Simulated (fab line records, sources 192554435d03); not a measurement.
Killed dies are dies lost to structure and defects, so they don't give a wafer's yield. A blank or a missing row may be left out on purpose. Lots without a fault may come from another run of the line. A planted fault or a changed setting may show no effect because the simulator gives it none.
A struck lot beside a sound one | flow n5_finfet | 27 steps out of a route of 1938
Sound: wafers L560.1, L560.2, L560.4. Struck: wafers L573.2, L573.4, L573.6. The cause comes at the end.
At each step with rows: each side's tool, then ch and its chambers, then its first start. Under that, the readings that differ: sound wafers | struck wafers | difference of the means | sigmas: that difference in standard deviations of wafers without a fault.
alike: readings whose means differ by less than 2 such deviations, and words and numbers that are the same on both sides. not compared: withheld readings, readings that some wafer has no value for, bounds like >300 that may hide the same value, and numbers for which the record gives no deviation and whose values overlap.
The two part at a step that has a row with sigmas, a row that says differs or no value, or rows on one side only. Numbers that don't overlap but have no deviation are shown without sigmas and don't part them. A reading that every wafer of one side lacks parts them only if that side has two wafers or more.

N5_BEOL_M14_SPUTTER_45: material Cu, target thk 100 nm, time 16.67 s.
  sound on pvd_sputter-01, day 11 16:37; struck on pvd_sputter-03, day 15 11:05
  alike: throttle_valve_pct
then, 1 step without rows for these wafers: N5_BEOL_M14_ECD_47 (material Cu, target thk 1248 nm).
N5_BEOL_M14_ANNEAL_48: time 90 s.
  sound on rtp_anneal-01 ch 0, day 11 16:59; struck on rtp_anneal-01 ch 0, day 15 11:26
  alike: wafer_temp_C_max
then, 1 step without rows for these wafers: N5_BEOL_M14_CMP_49 (polishes, stops on SiO2, t overpolish 5.2 s, target thk 560 nm).
N5_BEOL_M14_THK_MEAS_50: measures by xrf.
  sound on film_metro-01, day 11 17:36; struck on film_metro-01, day 15 11:59
  alike: M14_THK
then, 2 steps without rows for these wafers: N5_BEOL_M14_PRE_CLEAN_52 (time 15 s); N5_BEOL_M14_DEP_53 (deposits SiCN from 3MS/NH3, target thk 50 nm, time 17.8 s).
N5_BEOL_M14_RS_MEAS_54: measures by four-point-probe.
  sound on film_metro-02, day 11 17:44; struck on film_metro-02, day 15 12:07
  alike: M14_RS
N5_BEOL_M14_INSPECT_55: inspects for defects (darkfield).
  sound on defect_inspect-02, day 11 17:45; struck on defect_inspect-01, day 15 12:08
  alike: raw_defect_count
then, 1 step without rows for these wafers: N5_BEOL_M15_ILD_DEP_00 (deposits SiO2 from TEOS/O2, target thk 1629.3 nm, time 346.1 s).
N5_BEOL_M15_THK_MEAS_01:
  sound on film_metro-01, day 11 18:09; struck on film_metro-01, day 15 12:25
  alike: M15_ILD_THK
then, 1 step without rows for these wafers: N5_BEOL_M15_COAT_58 (time 60 s, resist thk 89 nm).
N5_BEOL_M15_COAT_04: resist thk 800 nm.
  sound on litho_track-01 ch 0, day 11 18:11; struck on litho_track-01 ch 0, day 15 12:28
  reading                                    | sound                | struck               | difference | sigmas
  spin_speed_rpm (rpm)                       | 1704.1 1706.6 1704.2 | 1574.4 1573.0 1573.3 | -131.4     | -99 or more
  model.coat_of_BEOL_M15_COAT_04.thk_nm (nm) | 802.6 801.6 803.8    | 828.4 828.8 828.2    | +25.8      |
then, 6 steps without rows for these wafers: N5_BEOL_M15_EBR_06; N5_BEOL_M15_SOFTBAKE_05 (time 60 s); N5_BEOL_M15_EXPOSE_07 (exposes mask V14); N5_BEOL_M15_PEB_08 (peb time 90 s); N5_BEOL_M15_DEVELOP_09 (develop time 45 s); N5_BEOL_M15_HARDBAKE_14 (time 120 s).
N5_BEOL_M15_CD_MEAS_10: target cd 360 nm.
  sound on cd_sem-01 ch 0, day 11 18:27; struck on cd_sem-01 ch 0, day 15 12:44
  alike: cd_nm
N5_BEOL_M15_OVL_MEAS_11:
  sound on overlay-02 ch 0, day 11 18:29; struck on overlay-02 ch 0, day 15 12:46
  alike: V14_OVL
N5_BEOL_M15_INSPECT_12: inspects for defects (macro).
  sound on defect_inspect-02, day 11 18:31; struck on defect_inspect-01, day 15 12:47
  alike: raw_defect_count
N5_BEOL_M15_DESCUM_15: chemistry O2, time 7.9 s.
  sound on rie_diel-04 ch 0,1,2, day 11 18:41; struck on rie_diel-03 ch 0,1,2, day 15 12:52
  alike: drypump_motor_current_A, oes_product_au, rf_vpp_V, showerhead_plenum_p_Torr, throttle_valve_pct
  not compared: rf_hours_counter_h
N5_BEOL_M15_ETCH_59: etches BARC in N2/H2, target depth 89 nm, overetch 26.7 nm, time 67.9 s.
  sound on rie_diel-04 ch 0,1,2, day 11 18:43; struck on rie_diel-03 ch 0,1,2, day 15 12:54
  alike: drypump_motor_current_A, oes_product_au, rf_vpp_V, showerhead_plenum_p_Torr, throttle_valve_pct
  not compared: rf_hours_counter_h
N5_BEOL_M15_VIA_ETCH_16: etches SiO2 in C4F8/O2/Ar, target depth 1792.2 nm.
  sound on rie_diel-04 ch 0,1,2, day 11 18:46; struck on rie_diel-03 ch 0,1,2, day 15 12:58
  reading                                    | sound             | struck          | difference | sigmas
  model.coat_of_BEOL_M15_COAT_04.thk_nm (nm) | 341.2 340.4 337.4 | 364.6 371 358.8 | +25.1      |
  alike: drypump_motor_current_A, oes_ar_750_au, oes_product_au, rf_vpp_V, showerhead_plenum_p_Torr, throttle_valve_pct
N5_BEOL_M15_STRIP_63: strips in O2.
  sound on rie_diel-04 ch 0,1,2; struck on rie_diel-03 ch 0,1,2
  alike: drypump_motor_current_A, oes_product_au, rf_vpp_V, showerhead_plenum_p_Torr, throttle_valve_pct
  not compared: rf_hours_counter_h
then, 1 step without rows for these wafers: N5_PASSIVATION_PROBE_49.

WHERE THEY PART
Only at N5_BEOL_M15_COAT_04, within this record. Later steps at which nothing parts them and some readings are alike: N5_BEOL_M15_CD_MEAS_10, N5_BEOL_M15_OVL_MEAS_11, N5_BEOL_M15_INSPECT_12, N5_BEOL_M15_DESCUM_15, N5_BEOL_M15_ETCH_59, N5_BEOL_M15_VIA_ETCH_16, N5_BEOL_M15_STRIP_63.

WHY: what the simulator had put in
Process parameter drift: litho_track-01, from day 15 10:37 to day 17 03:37, at N5_BEOL_M15_COAT_04. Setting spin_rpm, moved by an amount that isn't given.
